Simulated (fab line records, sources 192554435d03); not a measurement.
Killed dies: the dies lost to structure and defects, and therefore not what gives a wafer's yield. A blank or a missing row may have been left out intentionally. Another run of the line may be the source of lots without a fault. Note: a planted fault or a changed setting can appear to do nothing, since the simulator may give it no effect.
Lot-split experiment | flow n5 finfet | 21 wafers read from 7 lots, route of 1938 steps

## ABOUT THE SPLIT
At N5_BEOL_M5_COAT_22 (resist thk 30 nm), the setting spin rpm was moved away from the recipe's 1500 rpm on 4 of the 21 wafers read, by -6.9% to +4.8%. All remaining wafers had this setting at the recipe value.

## FROM THE SPLIT TO THE READING: what the file shows between them, 4 steps
- N5_BEOL_M5_EBR_24
- N5_BEOL_M5_SOFTBAKE_23: time 60 s
- N5_BEOL_M5_EXPOSE_25: exposes mask V4, defocus 10 nm
- N5_BEOL_M5_PEB_26: peb time 60 s

## THE READING
CAR-EUV_of_BEOL_M5_COAT_22.thk nm (the simulator's own value, which no gauge read), in nm, at N5_BEOL_M5_DEVELOP_27 (develop time 30 s). The file gives no usual value for it. The 17 wafers here that ran the recipe average 29.6 nm, standard deviation 0.064 nm.

wafer  | tool, chamber at the split | spin rpm as run, rpm | against the recipe | CAR-EUV_of_BEOL_M5_COAT_22.thk nm, nm | against lot-mates on the recipe
L074.2 | litho track-03, 0          | 1500                 | recipe             | 29.6                                  | -
L074.3 | litho track-03, 0          | 1500                 | recipe             | 29.6                                  | -
L074.4 | litho track-03, 0          | 1500                 | recipe             | 29.6                                  | -
L075.2 | litho track-03, 0          | 1500                 | recipe             | 29.6                                  | -
L075.3 | litho track-03, 0          | 1500                 | recipe             | 29.6                                  | -
L075.6 | litho track-03, 0          | 1500                 | recipe             | 29.6                                  | -
L077.1 | litho track-04, 0          | 1500                 | recipe             | 29.6                                  | -
L077.6 | litho track-04, 0          | 1500                 | recipe             | 29.6                                  | -
L077.5 | litho track-04, 0          | 1572                 | +4.8%              | 28.8                                  | -0.8
L078.1 | litho track-04, 0          | 1500                 | recipe             | 29.6                                  | -
L078.3 | litho track-04, 0          | 1500                 | recipe             | 29.6                                  | -
L078.6 | litho track-04, 0          | 1500                 | recipe             | 29.6                                  | -
L088.2 | litho track-02, 0          | 1397                 | -6.9%              | 30.6                                  | +1.0
L088.4 | litho track-02, 0          | 1500                 | recipe             | 29.6                                  | -
L088.5 | litho track-02, 0          | 1500                 | recipe             | 29.6                                  | -
L095.1 | litho track-02, 0          | 1500                 | recipe             | 29.4                                  | -
L095.3 | litho track-02, 0          | 1500                 | recipe             | 29.6                                  | -
L095.5 | litho track-02, 0          | 1500                 | recipe             | 29.6                                  | -
L096.1 | litho track-03, 0          | 1500                 | recipe             | 29.4                                  | -
L096.3 | litho track-03, 0          | 1442                 | -3.9%              | 30.2                                  | +0.8
L096.5 | litho track-03, 0          | 1442                 | -3.9%              | 30.2                                  | +0.8

FIT RESULTS
A straight line over all 21 wafers: CAR-EUV_of_BEOL_M5_COAT_22.thk nm changes by -0.156 nm for each +1% of spin rpm; r = -0.98; the points scatter about the line by 0.063 nm.
The same after taking each lot's own level away (the mean of its wafers on the recipe; 21 wafers): -0.168 nm for each +1%; r = -0.98; scatter 0.07 nm.
That fit puts the effect of the largest move of spin rpm on the reading at 1.2 nm.
Across the lots, their own levels run from 29.40 to 29.60 nm, a range of 3.1 times the standard deviation given above.
So the lot-to-lot level changes the slope little: the two slopes agree.
Check: for one of the wafers moved furthest among these (-6.9%), held out of the fit, the line's prediction against its lot-mates is +1.31 nm. It came out at +1 nm against them.

## THESE WAFERS: OTHER SPLITS
Other splits were also applied to these wafers ahead of the reading. Each is held against what the fit with the lots' levels taken away leaves over:
other split on the same wafers | wafers away from the commonest value | r with CAR-EUV_of_BEOL_M5_COAT_22.thk nm (lot level and that fit taken away)
N5_BEOL_M4_EXPOSE_25 dose mj   | 9                                    | -0.54
N5_BEOL_M4_ALD_98 ald cycles   | 7                                    | +0.54
N5_BEOL_M5_ETCH_72 bias w      | 8                                    | -0.06

## THE WHOLE CHAIN: every reading that the file lists as answering this split, in the file's order
step                  | what it does      | reading                                                                            | change (the file's fit)               | r (the file's)
N5_BEOL_M5_COAT_22    | resist thk 30 nm  | CAR-EUV_of_BEOL_M5_COAT_22.thk nm (the simulator's own value, which no gauge read) | -0.134 nm for each +1% of the setting | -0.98
N5_BEOL_M5_DEVELOP_27 | develop time 30 s | CAR-EUV_of_BEOL_M5_COAT_22.thk nm (the simulator's own value, which no gauge read) | -0.162 nm for each +1% of the setting | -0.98

## THE FILE'S OWN FIT
CAR-EUV_of_BEOL_M5_COAT_22.thk nm changes by -0.162 nm for each +1% of spin rpm, r = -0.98.
